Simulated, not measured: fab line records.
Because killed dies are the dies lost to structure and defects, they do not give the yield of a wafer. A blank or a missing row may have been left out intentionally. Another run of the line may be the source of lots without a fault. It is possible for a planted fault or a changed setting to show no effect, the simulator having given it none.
Chamber matching + flow n5 finfet + 4 sister chambers for N5_BEOL_M3_STRIP_19 on rie diel-05
The step strips in O2. 7 wafers are shown with their chamber, then 9 later ones without.

## EACH WAFER AND ITS CHAMBER
| wafer  | chamber | drypump motor current A (A) | throttle valve pct (%) |
|--------|---------|-----------------------------|------------------------|
| L083.3 | 0       | 5.6                         | 16.28                  |
| L085.5 | 3       | 5.8                         | 16.50                  |
| L087.2 | 2       | 5.4                         | 17.03                  |
| L087.4 | 3       | 5.7                         | 16.53                  |
| L088.3 | 2       | 5.4                         | 17.04                  |
| L088.4 | 1       | 5.9                         | 16.87                  |
| L088.5 | 1       | 5.8                         | 16.87                  |

## WAFERS WHOSE CHAMBER IS MISSING
| wafer  | drypump motor current A (A) | throttle valve pct (%) |
|--------|-----------------------------|------------------------|
| L090.1 | 5.6                         | 16.31                  |
| L090.2 | 5.4                         | 17.03                  |
| L090.3 | 5.8                         | 16.88                  |
| L091.1 | 5.9                         | 16.88                  |
| L091.2 | 5.6                         | 16.31                  |
| L091.5 | 5.7                         | 16.51                  |
| L093.1 | 5.9                         | 16.89                  |
| L093.2 | 5.6                         | 16.30                  |
| L093.5 | 5.8                         | 16.86                  |

## CHAMBER TAKEN BY EACH
| wafer  | from the rows above | in truth |
|--------|---------------------|----------|
| L090.1 | 0                   | 0        |
| L090.2 | 2                   | 2        |
| L090.3 | 1                   | 1        |
| L091.1 | 1                   | 1        |
| L091.2 | 0                   | 0        |
| L091.5 | 3                   | 3        |
| L093.1 | 1                   | 1        |
| L093.2 | 0                   | 0        |
| L093.5 | 1                   | 1        |
Correct placement for 9 of the 9. From these rows, 0 cannot be placed. 0 placed wrongly.
How it was worked out, from the rows above alone: a wafer's distance from a chamber is the root of the sum, over the readings, of the square of ((its reading less the chamber's mean) divided by the reading's scatter). The wafer belongs to the nearest chamber; if the next one is less than 2 further off, it can't be placed. For every chamber, the mean is computed from those of its wafers that are shown. The scatter is the square root of a quotient: the sum, over the shown wafers, of each reading's squared deviation from its chamber's mean, divided by wafers minus chambers.
